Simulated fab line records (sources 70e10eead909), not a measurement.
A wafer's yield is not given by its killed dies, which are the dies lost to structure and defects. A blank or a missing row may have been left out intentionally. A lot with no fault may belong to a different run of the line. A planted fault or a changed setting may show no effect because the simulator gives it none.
fab line records -- flow nand-harc
[record] lots = 13, wafers = 39, last-day = 24
route steps=1159 shown A_CONTACT@938 END@1159
lots that met no fault: from a run of the same line without faults
start-h: the number of hours between the record's first day and the start of the first shown wafer of the lot -- wait-h: time in hours since the lot's previous step -- " unchanged from the row above -- L1.1+2: one row covering several wafers at once -- - no value present, or no start provided -- * or withheld: withheld -- < > ~ a bound
route shown NAME@n: NAME is a module with steps in the file, n the number in the route of the first one -- usual: average and standard deviation across the fault-free wafers -- same: alike in all rows -- chamber/n: place in a boat -- sites: each site's reading -- _std_site: how widely they spread, as a standard deviation -- _edge_site: mean of outer sites minus mean of inner sites -- radius-mm: for every site, how far away it sits from the centre of the wafer -- mask NAME#n: copy n -- behind: tool/chamber where the wafer was last shaped -- hold: why the lot was held/for how many hours/how that ended -- device: the transistor (n, p or np) that didn't switch -- end of line: the same wafers' tests at the end of the route -- a step given without rows: its recipe and nothing more -- killed: not the wafer's yield, but the dies lost to structure and defects at the first sort -- map: a wafer's dies, x killed, . not, _ none there
set.NAME: the run value of the setting; set.NAME@STEP: its run value at that earlier step -- model.NAME: the simulator's own value behind a step, which no gauge read
route steps across a sampled set of lots; one table per step, one row per wafer
services: from which hour (start-h, from the record's first day; less than 0 if before it) a tool's chamber was out of use, for how many hours, and why
[[steps]]
[step NHARC_A_CONTACT_DESCUM_13]
[recipe] time-s = 3, o2-flow-sccm = 200, ar-flow-sccm = 0, bias-power-w = 0, chemistry = O2
[usual] chamber-pressure-mTorr = 60.00/0.053, drypump-motor-current-A = 5.6/0.33, oes-product-au = 1.007/0.018, rf-vpp-V = 57.7/1, showerhead-plenum-p-Torr = 1.90/0.11, throttle-valve-pct = 11.311/0.0087
[same] time-s = 3
lot.wafer,tool,chamber,start-h,wait-h,chamber-pressure-mTorr,drypump-motor-current-A,oes-product-au,rf-hours-counter-h,rf-vpp-V,showerhead-plenum-p-Torr,throttle-valve-pct
L923.2,rie-diel-03,1,377.71,0.1,59.97,5.2,0.999,47,56.3,1.85,11.326
L923.3,rie-diel-03,3,377.71,0.1,60.01,5.6,1.006,61,58.0,1.78,11.302
L923.1,rie-diel-03,0,377.71,0.1,59.95,5.7,1.012,59,59.3,2.04,11.295
L924.1,rie-diel-10,1,383.20,0.1,60.01,5.3,1.029,5,57.7,1.77,11.309
L924.4,rie-diel-10,2,383.20,0.1,59.99,6.0,0.980,6,58.3,2.02,11.303
L924.2,rie-diel-10,3,383.20,0.1,60.06,5.2,1.015,6,56.2,1.87,11.299
L928.4,rie-diel-03,2,409.01,0.1,60.01,5.5,1.010,2,59.8,2.04,11.320
L928.2,rie-diel-03,3,409.01,0.1,59.99,5.5,1.021,2,59.5,2.08,11.308
L928.6,rie-diel-03,3,409.01,0.1,59.98,5.5,1.013,-,56.7,2.08,11.310
L927.3,rie-diel-03,3,415.87,0.1,60.08,5.5,1.018,5,59.7,2.07,11.310
L927.2,rie-diel-03,1,415.87,0.1,60.05,5.1,1.022,7,57.0,1.85,11.296
L927.6,rie-diel-03,3,415.87,0.1,60.06,5.5,1.026,-,58.9,2.07,11.310
L929.1,rie-diel-03,2,427.24,0.1,59.99,5.5,1.001,7,58.2,2.04,11.307
L929.4,rie-diel-03,3,427.24,0.1,60.05,5.5,1.012,8,57.6,2.07,11.320
L929.6,rie-diel-03,1,427.24,0.1,59.98,5.2,1.024,-,57.4,1.85,11.309
L932.3,rie-diel-10,0,448.74,0.1,60.01,5.7,1.010,19,57.9,1.88,11.300
L932.1,rie-diel-10,1,448.74,0.1,60.09,5.3,1.023,18,56.9,1.77,11.317
L932.6,rie-diel-10,3,448.74,0.1,60.06,5.2,1.018,-,57.9,1.86,11.341
L931.1,rie-diel-10,1,451.00,0.1,59.98,5.3,1.020,19,57.0,1.77,11.318
L931.4,rie-diel-10,2,451.00,0.1,59.96,6.1,0.976,19,58.4,2.02,11.316
L931.5,rie-diel-10,0,451.00,0.1,60.05,5.7,1.006,-,57.7,1.88,11.310
L935.2,rie-diel-10,3,457.16,0.1,60.03,5.2,1.031,21,56.8,1.86,11.323
L935.1,rie-diel-10,0,457.16,0.1,59.97,5.7,1.008,22,57.5,1.88,11.320
L935.3,rie-diel-10,1,457.16,0.1,60.02,5.3,1.033,20,57.4,1.77,11.309
L934.3,rie-diel-10,3,460.93,0.1,59.93,5.2,1.019,23,57.4,1.86,11.319
L934.4,rie-diel-10,1,460.93,0.1,60.02,5.3,1.016,22,58.8,1.77,11.323
L934.1,rie-diel-10,2,460.93,0.1,60.01,6.0,0.984,22,57.5,2.02,11.316
L937.1,rie-diel-03,3,461.36,0.1,60.01,5.6,1.012,22,58.8,2.07,11.309
L937.2,rie-diel-03,0,461.36,0.1,59.96,5.7,1.029,25,59.0,2.02,11.310
L937.5,rie-diel-03,3,461.36,0.1,60.04,5.6,1.010,-,59.4,2.07,11.293
L938.3,rie-diel-10,0,469.76,0.1,59.98,5.7,1.007,26,59.2,1.88,11.326
L938.2,rie-diel-10,1,469.76,0.1,59.95,5.3,1.031,24,56.9,1.76,11.320
L938.6,rie-diel-10,0,469.76,0.1,60.07,5.7,1.008,-,56.3,1.88,11.312
L946.4,rie-diel-10,1,507.95,0.1,60.02,5.3,1.031,32,57.1,1.76,11.304
L946.1,rie-diel-10,2,507.95,0.1,60.02,6.0,0.967,32,58.6,2.01,11.291
L946.6,rie-diel-10,1,507.95,0.1,60.02,5.3,1.034,-,56.2,1.76,11.308
L944.2,rie-diel-03,3,513.19,0.1,60.01,5.6,1.018,38,59.8,2.06,11.302
L944.1,rie-diel-03,0,513.19,0.1,60.01,5.7,1.014,42,57.8,2.02,11.308
L944.5,rie-diel-03,2,513.19,0.1,59.96,5.5,1.006,-,57.3,2.03,11.317
[step NHARC_A_CONTACT_ETCH_137]
[recipe] source-w = withheld, pressure-mtorr = 20, bias-v = 3000, time-s = 132, target-depth-a = 12870, ar-flow-sccm = withheld, c4f8-flow-sccm = withheld, o2-flow-sccm = withheld, chemistry = C4F8/O2/Ar
[usual] chamber-pressure-mTorr = 20.000/0.018
[same] time-s = 132
lot.wafer,tool,chamber,start-h,wait-h,chamber-pressure-mTorr,rf-hours-counter-h
L923.2,har-cap-etch-03,0,379.14,0.1,20.004,80
L923.1,har-cap-etch-03,1,379.14,0.1,20.010,80
L923.3,har-cap-etch-03,1,379.14,0.1,19.990,-
L924.2,har-cap-etch-03,1,384.68,0.1,20.039,82
L924.1,har-cap-etch-03,0,384.68,0.1,19.994,82
L924.4,har-cap-etch-03,1,384.68,0.1,19.979,-
L928.2,har-cap-etch-03,1,410.53,0.1,20.000,86
L928.4,har-cap-etch-03,1,410.53,0.1,20.006,-
L928.6,har-cap-etch-03,1,410.53,0.1,20.005,-
L927.2,har-cap-etch-02,1,417.30,0.1,19.992,17
L927.3,har-cap-etch-02,1,417.30,0.1,20.010,-
L927.6,har-cap-etch-02,1,417.30,0.1,19.965,-
L929.1,har-cap-etch-03,0,428.65,0.1,19.985,88
L929.4,har-cap-etch-03,1,428.65,0.1,19.989,-
L929.6,har-cap-etch-03,1,428.65,0.1,20.014,-
L932.1,har-cap-etch-01,0,450.18,0.1,20.006,69
L932.3,har-cap-etch-01,0,450.18,0.1,19.985,-
L932.6,har-cap-etch-01,1,450.18,0.1,20.013,-
L931.1,har-cap-etch-03,1,452.71,0.1,19.992,92
L931.4,har-cap-etch-03,1,452.71,0.1,19.969,-
L931.5,har-cap-etch-03,0,452.71,0.1,20.015,-
L935.1,har-cap-etch-03,1,458.64,0.1,19.987,94
L935.2,har-cap-etch-03,0,458.64,0.1,20.001,94
L935.3,har-cap-etch-03,1,458.64,0.1,19.996,-
L934.1,har-cap-etch-03,1,462.44,0.1,20.058,95
L934.3,har-cap-etch-03,1,462.44,0.1,19.996,-
L934.4,har-cap-etch-03,0,462.44,0.1,20.005,-
L937.1,har-cap-etch-02,0,462.78,0.1,19.994,27
L937.2,har-cap-etch-02,1,462.78,0.1,20.002,27
L937.5,har-cap-etch-02,0,462.78,0.1,19.979,-
L938.2,har-cap-etch-03,0,471.24,0.1,20.018,98
L938.3,har-cap-etch-03,0,471.24,0.1,19.989,-
L938.6,har-cap-etch-03,1,471.24,0.1,20.019,-
L946.1,har-cap-etch-01,0,509.52,0.1,20.006,81
L946.4,har-cap-etch-01,1,509.52,0.1,20.002,-
L946.6,har-cap-etch-01,0,509.52,0.1,19.987,-
L944.2,har-cap-etch-02,1,514.68,0.1,20.000,36
L944.1,har-cap-etch-02,0,514.68,0.1,20.030,36
L944.5,har-cap-etch-02,0,514.68,0.1,20.010,-
[step NHARC_A_CONTACT_CD_MEAS_15]
[usual] cd-nm = 89.8/0.71
lot.wafer,tool,chamber,start-h,wait-h,cd-nm
L923.1,cd-sem-03,-,380.01,-,89.4
L923.2,cd-sem-03,-,380.01,-,91.7
L923.3,cd-sem-03,-,380.01,-,88.3
L924.1,cd-sem-01,-,385.54,-,89.5
L924.2,cd-sem-01,-,385.54,-,90.8
L924.4,cd-sem-01,-,385.54,-,90.0
L928.2,cd-sem-03,-,411.39,-,89.4
L928.4,cd-sem-03,-,411.39,-,89.9
L928.6,cd-sem-03,-,411.39,-,89.0
L927.2,cd-sem-02,-,418.18,-,89.8
L927.3,cd-sem-02,-,418.18,-,90.6
L927.6,cd-sem-02,-,418.18,-,90.3
L929.1,cd-sem-02,-,429.52,-,89.6
L929.4,cd-sem-02,-,429.52,-,90.9
L929.6,cd-sem-02,-,429.52,-,90.3
L932.1,cd-sem-02,-,451.06,-,89.8
L932.3,cd-sem-02,-,451.06,-,90.2
L932.6,cd-sem-02,-,451.06,-,90.2
L931.1,cd-sem-03,-,453.58,-,89.8
L931.4,cd-sem-03,-,453.58,-,89.3
L931.5,cd-sem-03,-,453.58,-,90.3
L935.1,cd-sem-02,-,459.50,-,90.8
L935.2,cd-sem-02,-,459.50,-,90.0
L935.3,cd-sem-02,-,459.50,-,89.3
L934.1,cd-sem-03,-,463.30,-,90.1
L934.3,cd-sem-03,-,463.30,-,90.4
L934.4,cd-sem-03,-,463.30,-,89.3
L937.1,cd-sem-02,-,463.66,-,89.3
L937.2,cd-sem-02,-,463.66,-,89.2
L937.5,cd-sem-02,-,463.66,-,89.8
L938.2,cd-sem-01,-,472.12,-,89.4
L938.3,cd-sem-01,-,472.12,-,88.9
L938.6,cd-sem-01,-,472.12,-,89.4
L946.1,cd-sem-01,-,510.36,-,90.3
L946.4,cd-sem-01,-,510.36,-,89.8
L946.6,cd-sem-01,-,510.36,-,89.4
L944.1,cd-sem-03,-,515.55,-,89.6
L944.2,cd-sem-03,-,515.55,-,90.2
L944.5,cd-sem-03,-,515.55,-,89.1
[step NHARC_A_CONTACT_STRIP_27]
[recipe] time-s = 600, temp-c = 30, chemistry = post-etch-residue-remover
[usual] bath-heat-duty-pct = 13.1/1.5, run-length-s = 603.0/1, time-s = 600/0
lot.wafer,tool,chamber,start-h,wait-h,bath-heat-duty-pct,run-length-s,time-s
L923.2,wet-bench-03,2,380.70,-,11.0,601.9,600
L923.3,wet-bench-03,3,380.70,-,16.2,602.4,600
L923.1,wet-bench-03,5,380.70,-,13.2,604.0,600
L924.1,wet-bench-01,5,386.22,-,13.7,603.0,600
L924.4,wet-bench-01,7,386.22,-,12.8,604.1,600
L924.2,wet-bench-01,0,386.22,-,15.0,603.8,600
L928.2,wet-bench-02,2,412.39,-,12.6,604.1,600
L928.4,wet-bench-02,4,412.39,-,13.9,601.9,600
L928.6,wet-bench-02,6,412.39,-,13.6,601.5,600
L927.6,wet-bench-01,5,418.87,-,15.4,601.6,600
L927.3,wet-bench-01,7,418.87,-,12.5,603.8,600
L927.2,wet-bench-01,0,418.87,-,14.0,603.9,600
L929.4,wet-bench-03,0,430.36,-,12.0,602.2,600
L929.6,wet-bench-03,4,430.36,-,12.9,604.0,600
L929.1,wet-bench-03,5,430.36,-,12.0,603.4,600
L932.3,wet-bench-02,6,451.73,-,13.6,600.8,600
L932.6,wet-bench-02,0,451.73,-,13.9,603.0,600
L932.1,wet-bench-02,1,451.73,-,12.9,602.9,600
L931.4,wet-bench-02,7,454.29,-,12.8,602.1,600
L931.5,wet-bench-02,0,454.29,-,15.3,602.7,600
L931.1,wet-bench-02,1,454.29,-,13.3,604.1,600
L935.2,wet-bench-02,4,460.26,-,13.4,602.9,600
L935.3,wet-bench-02,5,460.26,-,13.2,602.9,600
L935.1,wet-bench-02,6,460.26,-,15.0,602.1,600
L934.4,wet-bench-01,1,464.04,-,-,-,-
L934.1,wet-bench-01,2,464.04,-,-,-,-
L934.3,wet-bench-01,5,464.04,-,-,-,-
L937.5,wet-bench-01,6,464.46,-,-,-,-
L937.2,wet-bench-01,0,464.46,-,-,-,-
L937.1,wet-bench-01,2,464.46,-,-,-,-
L938.3,wet-bench-03,4,472.79,-,12.7,604.5,600
L938.6,wet-bench-03,5,472.79,-,12.5,603.3,600
L938.2,wet-bench-03,7,472.79,-,12.2,604.1,600
L946.4,wet-bench-03,7,511.05,-,9.9,602.9,600
L946.6,wet-bench-03,0,511.05,-,12.1,603.0,600
L946.1,wet-bench-03,3,511.05,-,14.2,602.4,600
L944.1,wet-bench-02,6,516.22,-,14.7,601.9,600
L944.5,wet-bench-02,7,516.22,-,13.9,602.3,600
L944.2,wet-bench-02,2,516.22,-,12.0,601.8,600
[step NHARC_END_SORT_01]
[recipe] temp-c = 25
[usual] killed-at-array = 26/8.4, killed-at-other = 0.7/0.97, killed-at-periphery = 3.2/2.2, killed-dies = 30/8.5, killed-open = 3.4/2, killed-short = 2/1.3
[same] gross-dies = 677
lot.wafer,tool,chamber,start-h,wait-h,killed-at-array,killed-at-other,killed-at-periphery,killed-dies,killed-open,killed-short
L924.1,prober-02,0,441.74,2.5,26,3,1,30,2,2
L924.2,prober-02,0,442.54,2.8,25,2,2,29,3,1
L924.4,prober-02,0,444.13,3.4,22,0,4,26,1,2
L934.1,prober-02,0,520.81,2.5,25,0,5,30,2,1
L934.3,prober-02,0,522.40,3.1,36,0,0,36,2,1
L934.4,prober-02,0,523.20,3.4,23,1,2,26,3,0
L938.2,prober-02,0,529.40,2.8,14,0,2,16,4,1
L938.3,prober-02,0,530.20,3.1,7,2,8,17,4,2
L938.6,prober-02,0,532.60,4.0,9,1,3,13,4,2
// killed by level:class
L924.1 A_CHANNEL_HOLE_D1:chamber-film-flake=11 A_SLIT:chamber-film-flake=6 A_CONTACT:chamber-film-flake=5 THIN_TSV:chamber-film-flake=2 A_ONON_D1:geometric-particle:short=1 A_WL_FILL:geometric-particle:open=1 A_M0:geometric-particle:open=1 P_M1:chamber-film-flake=1
L924.2 A_CHANNEL_HOLE_D1:chamber-film-flake=11 A_SLIT:chamber-film-flake=5 A_CONTACT:chamber-film-flake=3 P_M1:chamber-film-flake=2 A_STAIRCASE:chamber-film-flake=2 A_WL_FILL:geometric-particle:open=1 A_WL_FILL:geometric-particle:short=1 A_BLC:geometric-particle:open=1
L924.4 A_CHANNEL_HOLE_D1:chamber-film-flake=9 A_SLIT:chamber-film-flake=6 A_CONTACT:chamber-film-flake=4 P_M1:chamber-film-flake=3 A_CHANNEL_FILL_D1:geometric-particle:short=1 A_M1:geometric-particle:open=1 A_M1:geometric-particle:short=1 P_STI:chamber-film-flake=1
L934.1 A_SLIT:chamber-film-flake=10 A_CHANNEL_HOLE_D1:chamber-film-flake=4 A_CONTACT:chamber-film-flake=4 A_STAIRCASE:chamber-film-flake=3 A_CHANNEL_FILL_D1:chamber-film-flake=2 P_GATE:geometric-particle:short=1 P_GATE:geometric-particle:open=1 A_WL_FILL:geometric-particle:open=1
L934.3 A_SLIT:chamber-film-flake=17 A_CHANNEL_HOLE_D1:chamber-film-flake=7 A_CONTACT:chamber-film-flake=5 A_STAIRCASE:chamber-film-flake=3 A_CHANNEL_FILL_D1:geometric-particle:open=1 A_WL_FILL:geometric-particle:short=1 A_CONTACT:geometric-particle:open=1 A_CHANNEL_FILL_D1:chamber-film-flake=1
L934.4 A_SLIT:chamber-film-flake=9 A_STAIRCASE:chamber-film-flake=5 A_CHANNEL_FILL_D1:chamber-film-flake=2 A_CONTACT:chamber-film-flake=2 A_WL_FILL:geometric-particle:open=1 A_BLC:geometric-particle:open=1 A_M0:geometric-particle:open=1 P_STI:chamber-film-flake=1
L938.2 A_CHANNEL_HOLE_D1:chamber-film-flake=4 A_CONTACT:chamber-film-flake=3 A_STAIRCASE:chamber-film-flake=2 P_GATE:geometric-particle:open=1 A_ONON_D1:geometric-particle:short=1 A_CHANNEL_HOLE_D1:geometric-particle:open=1 A_STAIRCASE:geometric-particle:open=1 A_M0:geometric-particle:open=1
L938.3 P_STI:chamber-film-flake=6 P_M2:geometric-particle:open=2 A_STAIRCASE:chamber-film-flake=2 A_ONON_D1:geometric-particle:open=1 A_CHANNEL_FILL_D1:geometric-particle:short=1 A_STAIRCASE:geometric-particle:open=1 A_CONTACT:chamber-film-flake=1 STARTING-WAFER:geometric-particle:short=1
L938.6 A_CHANNEL_HOLE_D1:chamber-film-flake=3 A_STAIRCASE:chamber-film-flake=2 P_CONTACT:geometric-particle:open=1 P_M0:geometric-particle:open=1 A_CHANNEL_FILL_D1:geometric-particle:short=1 A_CHANNEL_FILL_D1:geometric-particle:open=1 A_CONTACT:geometric-particle:open=1 STARTING-WAFER:geometric-particle:short=1
[[services]]
tool,chamber,start-h,hours,kind
wet-bench-03,-,355.43,1.7,repair
wet-bench-02,-,356.00,8.0,pm
rie-diel-10,0,362.50,-,clean
rie-diel-10,1,362.50,-,clean
rie-diel-10,2,362.50,-,clean
rie-diel-10,3,362.50,-,clean
wet-bench-01,-,370.97,2.9,repair
rie-diel-10,0,387.00,-,clean
rie-diel-10,1,387.00,-,clean
rie-diel-10,2,387.00,-,clean
rie-diel-10,3,387.00,-,clean
wet-bench-01,-,389.60,8.0,pm
rie-diel-03,-,392.56,9.0,pm
rie-diel-10,0,411.51,-,clean
rie-diel-10,1,411.51,-,clean
rie-diel-10,2,411.51,-,clean
rie-diel-10,3,411.51,-,clean
rie-diel-10,1,416.03,3.8,repair
har-cap-etch-03,-,416.76,1.5,repair
rie-diel-10,0,436.01,-,clean
har-cap-etch-01,-,479.35,0.7,repair
rie-diel-03,-,489.57,0.8,repair
wet-bench-03,-,498.53,8.0,pm
har-cap-etch-03,-,514.14,0.7,repair
[[key]]
[first-sign] step = NHARC_A_CONTACT_STRIP_27, reading = tool-record, direction = missing
effect none on later readings
met-at NHARC_A_CONTACT_STRIP_27
struck-lots L934,L937
tester-left-out L934,L937
not-acting-at NHARC_A_CONTACT_DESCUM_13,NHARC_A_CONTACT_ETCH_137,NHARC_A_CONTACT_CD_MEAS_15
onset-between 418.87 464.04
[fault] kind = skipped-step-whole, tool = wet-bench-01, chamber = -, onset-h = 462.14, steps = NHARC_A_CONTACT_STRIP_27, scope = struck-lots-only
// tester-left-out: of these lots the tester's yield and bins aren't shown, on N5 and GAA mostly nor the transistor test; their killed dies are dies lost to structure and defects alone, not to doping, threshold or leakage, so they don't give the yield
